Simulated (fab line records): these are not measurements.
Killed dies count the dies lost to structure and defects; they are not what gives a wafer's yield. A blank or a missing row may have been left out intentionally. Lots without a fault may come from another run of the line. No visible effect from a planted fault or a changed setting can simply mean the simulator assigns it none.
What tool caused it? ; flow nand harc ; 39 wafers from 13 lots sampled at 5 of the route's 1159 steps

== WHAT THE GAUGES READ, wafer by wafer ==
NHARC_A_SIN_REMOVE_INSPECT_04. Usual: raw defect count reads 299 (standard deviation 99).
lot;measured;on;raw defect count;flag
L556;day 15 01:35;defect inspect-01;298 334 346;
L555;day 15 01:34;defect inspect-01;210 268 416;
L559;day 15 12:02;defect inspect-01;347 249 230;
L560;day 15 12:02;defect inspect-01;271 202 325;
L557;day 15 12:04;defect inspect-01;564 558 424;
L562;day 16 11:35;defect inspect-01;247 424 241;
L563;day 16 19:40;defect inspect-01;254 326 249;
L567;day 17 20:28;defect inspect-01;300 266 343;
L574;day 19 05:24;defect inspect-02;269 306 315;
L573;day 19 08:37;defect inspect-02;277 301 305;
L577;day 20 04:30;defect inspect-01;274 253 269;
L575;day 20 04:32;defect inspect-02;217 187 221;
L578;day 20 12:56;defect inspect-01;215 178 252;

NHARC_END_SORT_01. Usual: killed at array 26, standard deviation 11; killed at other 0.6, standard deviation 1; killed at periphery 3.1, standard deviation 2.1; killed dies 30, standard deviation 11; killed open 3.4, standard deviation 1.8; killed short 2.1, standard deviation 1.5.
lot;measured;on;killed at array;killed at other;killed at periphery;killed dies;killed open;killed short;flag
L562;day 23 04:19;prober-01;25 34 28;0 1 2;3 3 1;28 38 31;1 3 3;4 1 1;
L563;day 22 12:38;prober-02;15 15 16;0 0 1;9 3 2;24 18 19;3 1 3;1 2 0;
L567;day 23 13:33;prober-02;13 14 6;0 0 1;7 4 5;20 18 12;7 2 3;2 3 0;

== EACH LOT AND THE TOOL THAT RAN IT (in order: tool; ch and the chambers of the sampled wafers; start) ==
lot;NHARC_A_SLIT_DESCUM_14;NHARC_A_WL_FILL_CVD_23;NHARC_A_WL_FILL_CMP_12
L556;rie diel-03 ch 0,2, day 14 13:01;lpcvd poly-03 ch 0, day 15 23:29;cmp-04 ch 0,1,2, day 16 12:41
L555;rie diel-01 ch 0,1,3, day 14 13:19;lpcvd poly-03 ch 0, day 15 23:29;cmp-04 ch 0,1,3, day 16 10:08
L559;rie diel-10 ch 0,2, day 15 00:58;lpcvd poly-04 ch 0, day 16 05:31;cmp-04 ch 0,3, day 16 19:15
L560;rie diel-03 ch 1,3, day 15 01:37;lpcvd poly-04 ch 0, day 16 05:31;cmp-01 ch 0,1,2, day 16 14:53
L557;rie diel-10 ch 0,1, day 15 03:09;lpcvd poly-04 ch 0, day 16 05:31;cmp-04 ch 0,2,3, day 16 16:56
L562;rie diel-01 ch 0,2,3, day 16 00:43;lpcvd poly-01 ch 0, day 18 15:38;cmp-02 ch 0,3, day 19 02:08
L563;rie diel-01 ch 0,2,3, day 16 08:37;lpcvd poly-01 ch 0, day 18 22:26;cmp-02 ch 0,1,2, day 19 07:44
L567;rie diel-01 ch 1,2, day 17 09:34;lpcvd poly-04 ch 0, day 19 20:55;cmp-02 ch 0,1,2, day 20 06:05
L574;rie diel-03 ch 1,2, day 18 19:12;lpcvd poly-03 ch 0, day 20 02:01;cmp-02 ch 0,1, day 20 12:32
L573;rie diel-01 ch 0,1, day 18 21:14;lpcvd poly-03 ch 0, day 20 02:01;cmp-01 ch 1,2,3, day 20 12:02
L577;rie diel-03 ch 1,2,3, day 19 13:58;lpcvd poly-03 ch 0, day 21 04:25;cmp-04 ch 1,3, day 21 12:43
L575;rie diel-10 ch 0,1,2, day 19 14:07;lpcvd poly-03 ch 0, day 21 04:25;cmp-02 ch 0,2,3, day 21 13:22
L578;rie diel-01 ch 1,2, day 20 01:45;lpcvd poly-04 ch 0, day 21 07:30;cmp-02 ch 0,1,3, day 21 19:12
- NHARC_A_SLIT_DESCUM_14: chemistry O2, time 3 s.
- NHARC_A_WL_FILL_CVD_23: deposits poly-Si, target thk 40 nm, time 800 s.
- NHARC_A_WL_FILL_CMP_12: polishes, t overpolish 30 s, target thk 75 nm.

== WHAT THE TOOLS THEMSELVES READ (means of the sampled wafers that have a number; where no wafer has one, the mark that the record gives instead) ==
NHARC_A_SLIT_DESCUM_14. Usual: chamber pressure mTorr 60.00 mTorr, standard deviation 0.054; drypump motor current A 5.6 A, standard deviation 0.49; oes product au 1.002 a.u., standard deviation 0.0093; rf vpp V 57.8 V, standard deviation 0.76; showerhead plenum p Torr 1.90 Torr, standard deviation 0.065; throttle valve pct 11.309 %, standard deviation 0.0077.
lot;tool;chamber pressure mTorr (mTorr);drypump motor current A (A);oes product au (a.u.);rf vpp V (V);showerhead plenum p Torr (Torr);throttle valve pct (%);flag
L556;rie diel-03;60.04;5.2;1.009;57.6;1.89;11.314;
L555;rie diel-01;60.01;5.4;1.001;57.8;1.88;11.308;
L559;rie diel-10;59.98;5.6;0.996;58.3;1.90;11.315;
L560;rie diel-03;59.99;5.8;0.997;57.3;1.84;11.312;
L557;rie diel-10;60.05;5.2;1.005;57.5;1.99;11.312;
L562;rie diel-01;60.00;5.8;1.007;57.0;1.91;11.309;
L563;rie diel-01;60.02;5.8;1.005;57.7;1.91;11.309;
L567;rie diel-01;59.98;6.2;0.993;57.5;1.88;11.323;
L574;rie diel-03;59.98;5.6;1.007;57.3;1.79;11.316;
L573;rie diel-01;60.02;5.3;1.009;57.9;1.91;11.306;
L577;rie diel-03;60.02;5.5;1.008;57.3;1.81;11.312;
L575;rie diel-10;59.99;5.5;1.002;58.2;1.95;11.308;
L578;rie diel-01;59.95;5.9;1.005;57.2;1.86;11.310;

NHARC_A_WL_FILL_CMP_12. Usual: motor current A 12.4 A, standard deviation 1.2; overpolish run s 30.001 s, standard deviation 0.0096; slurry flow ml min 150.0, standard deviation 0.49; time to endpoint s 13.8 s, standard deviation 2.4.
lot;tool;motor current A (A);overpolish run s (s);slurry flow ml min;time to endpoint s (s);flag
L556;cmp-04;12.8;29.998;150.0;13.9;
L555;cmp-04;12.3;30.001;150.5;14.2;
L559;cmp-04;12.7;30.007;150.2;13.0;
L560;cmp-01;12.6;29.996;150.3;18.1;
L557;cmp-04;13.1;30.002;150.2;11.9;
L562;cmp-02;11.0;29.995;149.3;11.5;
L563;cmp-02;12.0;30.007;149.9;11.6;
L567;cmp-02;12.3;29.994;150.2;11.4;
L574;cmp-02;12.4;29.991;149.8;14.1;
L573;cmp-01;12.7;29.998;150.0;16.5;
L577;cmp-04;11.9;30.003;149.9;14.2;
L575;cmp-02;11.9;29.997;149.9;15.0;
L578;cmp-02;11.4;29.993;150.1;12.9;

== THE ANSWER, worked out from the rows above alone ==
Rule: a lot counts as off when the mean over its wafers that have a number is more than 3 standard deviations away from the usual mean. Also off: a lot with no number at a reading for which 4 or more lots have one. Where the step has rows for the other lots, those lots are counted as sound. Order of review: gauges by route order, followed by the tools' own readings, for which a lot's mean as printed above is used. At the first step where some lot is off, the reading lying furthest off is the one used; lots without a number count as furthest.
No lot is off on any of the readings shown, so nothing can be concluded from this.

== WHAT HAD BEEN PUT IN BY THE SIMULATOR ==
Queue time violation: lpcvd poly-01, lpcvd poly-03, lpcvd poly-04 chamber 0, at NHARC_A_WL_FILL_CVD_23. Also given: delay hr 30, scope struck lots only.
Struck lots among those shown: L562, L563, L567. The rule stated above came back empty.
